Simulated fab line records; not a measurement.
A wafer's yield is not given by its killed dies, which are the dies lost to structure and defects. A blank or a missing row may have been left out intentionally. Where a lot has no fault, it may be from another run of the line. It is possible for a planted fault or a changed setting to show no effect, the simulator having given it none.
Matching of chambers	flow nand-harc	NHARC_A_WL_FILL_ALD_00 on ald-hk-03 has 4 sister chambers
The step deposits Al2O3, target thk 3 nm, pulse time 3 s, ald cycles 30. 14 wafers are shown with their chamber, then 7 later ones without.

EACH WAFER AND ITS CHAMBER
wafer	chamber	heater-power-w (W)	precursor-pulse-height-rel
L075.1	1	400	0.982
L075.2	3	447	0.990
L075.5	3	445	1.006
L076.1	1	409	1.000
L076.4	3	450	0.996
L076.6	0	477	1.007
L080.1	0	472	0.987
L080.4	1	400	1.024
L080.6	3	440	0.988
L083.2	2	413	0.981
L083.3	3	443	1.016
L083.5	1	407	1.066
L089.2	1	406	1.008
L089.3	3	408	0.986

SIGNATURES (averages over the wafers above)
reading	chamber 0	chamber 1	chamber 2	chamber 3	scatter within a chamber
heater-power-w	474.50	404.40	413.00	438.83	11.3
precursor-pulse-height-rel	0.99700	1.01600	0.98100	0.99700	0.0222
Rule: a wafer's distance from a chamber is the root of the sum, over the readings, of the square of ((its reading less the chamber's mean) divided by the reading's scatter). The wafer belongs to the nearest chamber; if the next one is less than 2 further off, it can't be placed. How the scatter is found: for the shown wafers, subtract from each reading the mean of its chamber, square and add these, divide the total by (wafers less chambers), then take the root.

WAFERS WHOSE CHAMBER IS MISSING
wafer	heater-power-w (W)	precursor-pulse-height-rel
L089.4	488	0.994
L095.3	416	0.972
L095.4	415	1.014
L095.5	414	0.976
L097.2	412	0.995
L097.4	476	0.973
L097.6	414	1.001

EACH ONE'S CHAMBER
wafer	from the rows above	in truth
L089.4	0	0
L095.3	can't be placed: 2 or 1 or 3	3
L095.4	can't be placed: 1 or 2 or 3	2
L095.5	can't be placed: 2 or 1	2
L097.2	can't be placed: 2 or 1 or 3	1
L097.4	0	0
L097.6	can't be placed: 2 or 1 or 3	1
Correctly placed: 2 of 7. Cannot be placed on the basis of these rows: 5; the candidates contain the true chamber in 5. 0 placed wrongly.
